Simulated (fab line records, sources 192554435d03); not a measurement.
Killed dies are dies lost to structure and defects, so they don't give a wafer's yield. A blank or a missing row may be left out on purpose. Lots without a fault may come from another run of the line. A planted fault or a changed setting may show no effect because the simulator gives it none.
A struck lot beside a sound one | flow n5_finfet | 16 steps out of a route of 1938
Sound: wafers L515.1, L515.2, L515.3. Struck: wafer L522.4. (L522.6 of the same lot was not struck and is left out.) The cause comes at the end.
At each step with rows: each side's tool, then ch and its chambers, then its first start. Under that, the readings that differ: sound wafers | struck wafers | difference of the means | sigmas: that difference in standard deviations of wafers without a fault.
alike: readings whose means differ by less than 2 such deviations, and words and numbers that are the same on both sides. not compared: withheld readings, readings that some wafer has no value for, bounds like >300 that may hide the same value, and numbers for which the record gives no deviation and whose values overlap.
The two part at a step that has a row with sigmas, a row that says differs or no value, or rows on one side only. Numbers that don't overlap but have no deviation are shown without sigmas and don't part them. A reading that every wafer of one side lacks parts them only if that side has two wafers or more.

first, 4 steps without rows for these wafers: N5_GATE_CUT_STRIP_42 (strips in O2); N5_GATE_CUT_ETCH_19 (etches SiNx in CH3F/O2, target depth 53.7 nm, time 76.7 s); N5_GATE_CUT_CUT_ETCH_53 (etches W in SF6/Cl2, target depth 79.2 nm); N5_GATE_CUT_CUT_ETCH_54 (etches TiN in Cl2/BCl3, target depth 96.7 nm).
N5_GATE_CUT_CUT_ETCH_55: etches HfO2 in BCl3, target depth 3.2 nm.
  sound on rie_metal-03 ch 0,1, day 8 03:48; struck on rie_metal-02 ch 0, day 9 20:55
  alike: drypump_motor_current_A, oes_product_au, throttle_valve_pct
  not compared: rf_hours_counter_h
N5_GATE_CUT_ETCH_47: etches SiO2 in Cl2/BCl3, target depth 10 nm.
  sound on rie_metal-03 ch 0,1, day 8 03:50; struck on rie_metal-02 ch 0, day 9 20:57
  alike: drypump_motor_current_A, oes_product_au, throttle_valve_pct
  not compared: rf_hours_counter_h
N5_GATE_CUT_VAPOR_ETCH_48: etches TiN in BCl3/Cl2.
  sound on rie_metal-03 ch 0,1, day 8 03:52; struck on rie_metal-02 ch 0, day 9 21:38
  alike: drypump_motor_current_A, oes_product_au
then, 1 step without rows for these wafers: N5_GATE_CUT_VAPOR_ETCH_49 (etches TiAlC in BCl3/Cl2).
N5_GATE_CUT_VAPOR_ETCH_51: etches HfO2 in BCl3/Cl2.
  sound on rie_metal-03 ch 0,1, day 8 03:55; struck on rie_metal-02 ch 0, day 9 21:42
  alike: drypump_motor_current_A, oes_product_au
N5_GATE_CUT_STRIP_21: strips in N2/H2, time 30 s.
  sound on plasma_asher-01 ch 0,1, day 8 03:58; struck on plasma_asher-01 ch 1, day 9 22:02
  alike: drypump_motor_current_A, heater_power_w, temp_c
  not compared: rf_hours_counter_h
then, 2 steps without rows for these wafers: N5_GATE_CUT_STRIP_29 (strips in post etch residue remover, time 60 s); N5_GATE_CUT_SRD_52 (time 30 s).
N5_GATE_CUT_ALD_22: deposits SiNx, target thk 16 nm, pulse time 1 s, ald cycles 320.
  sound on ald_sin-04 ch 1,2,3, day 8 04:08; struck on ald_sin-01 ch 2, day 9 22:11
  reading                                   | sound        | struck | difference | sigmas
  ald_cycles                                | 320 320 320  | 406    | +86        |
  since_wet_clean_h (h)                     | 362 362 362  | 205    | -157       |
  model.SiNx_of_GATE_CUT_ALD_22.thk_nm (nm) | 16.2 16 16.2 | 20.4   | +4.3       |
  alike: heater_power_w, precursor_pulse_height_rel, susceptor_temp_C
N5_GATE_CUT_CMP_23: polishes, stops on SiO2, t overpolish 23.4 s, target thk 16 nm.
  sound on cmp-02 ch 0,2,3, day 8 05:37; struck on cmp-02 ch 3, day 9 23:44
  reading                                   | sound          | struck | difference | sigmas
  time_to_endpoint_s (s)                    | 18.6 19.8 20.6 | 24.1   | +4.4       | +2
  model.SiNx_of_GATE_CUT_ALD_22.thk_nm (nm) | 16.2 16 16.2   | 14.8   | -1.3       |
  alike: motor_current_A, pad_life_wafers
N5_GATE_CUT_THK_MEAS_24:
  sound on film_metro-01, day 8 05:55; struck on film_metro-02, day 9 23:58
  alike: GC_FILL_THK
-- the record jumps here: 3 days lie between the struck wafers' starts before and after (it left off in module GATE_CUT and takes up again in module BEOL_M4, whose first step shown is number 1111 of the route) --
N5_BEOL_M4_RC_MEAS_101:
  sound on prober-01 ch 0, day 11 13:05; struck on prober-02 ch 0, day 13 06:33
  alike: DIBL_N, DIBL_P, IOFF_N, IOFF_P, ION_N, ION_P, SS_N, SS_P, VT_N, VT_P

WHERE THEY PART
Only at N5_GATE_CUT_CMP_23, within this record. Later steps at which nothing parts them and some readings are alike: N5_GATE_CUT_THK_MEAS_24, N5_BEOL_M4_RC_MEAS_101.

WHY: what the simulator had put in
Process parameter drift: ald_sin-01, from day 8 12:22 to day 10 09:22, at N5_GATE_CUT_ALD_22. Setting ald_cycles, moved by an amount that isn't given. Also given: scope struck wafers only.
